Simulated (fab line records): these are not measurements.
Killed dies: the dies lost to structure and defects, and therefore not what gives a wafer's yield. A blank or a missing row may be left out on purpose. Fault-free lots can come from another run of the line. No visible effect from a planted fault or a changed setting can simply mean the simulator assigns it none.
Matching of chambers	flow nandHarc	aldMetal-02 running NHARC_A_WL_FILL_ALD_02: 4 sister chambers
The step deposits TiN, target thk 2 nm, pulse time 3 s, ald cycles 100. 8 wafers are shown with their chamber, then 9 later ones without.

== WAFERS WITH THEIR CHAMBER ==
wafer	chamber	heaterPowerW (W)	precursorPulseHeightRel
L080.3	0	1112	1.023
L086.4	0	1161	1.007
L085.1	1	1217	1.019
L085.3	2	1162	1.035
L085.4	3	1015	1.014
L089.3	3	986	1.049
L089.5	1	1241	1.005
L089.6	2	1163	0.993

== WAFERS WHOSE CHAMBER IS MISSING ==
wafer	heaterPowerW (W)	precursorPulseHeightRel
L093.2	1197	0.966
L093.3	1015	1.010
L093.6	1008	1.003
L092.2	996	1.018
L092.5	1217	0.998
L092.6	1140	1.011
L097.1	996	1.001
L097.2	1189	0.997
L097.5	1001	0.996

== WHICH CHAMBER EACH WENT THROUGH ==
wafer	from the rows above	in truth
L093.2	can't be placed: 1 or 2 or 0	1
L093.3	3	3
L093.6	3	3
L092.2	3	3
L092.5	can't be placed: 1 or 2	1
L092.6	can't be placed: 0 or 2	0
L097.1	3	3
L097.2	can't be placed: 2 or 1 or 0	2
L097.5	3	3
Placed correctly: 5 of 9. Can't be placed from these rows: 4 (the true chamber is among the candidates in 4). 0 placed wrongly.
How it was worked out, from the rows above alone: a wafer's distance from a chamber is the root of the sum, over the readings, of the square of ((its reading less the chamber's mean) divided by the reading's scatter). If the next closest chamber is less than 2 further off than the closest, the wafer can't be placed; otherwise it belongs to the closest. The mean given for a chamber averages the wafers shown for that chamber. The scatter is the square root of a quotient: the sum, over the shown wafers, of each reading's squared deviation from its chamber's mean, divided by wafers minus chambers.
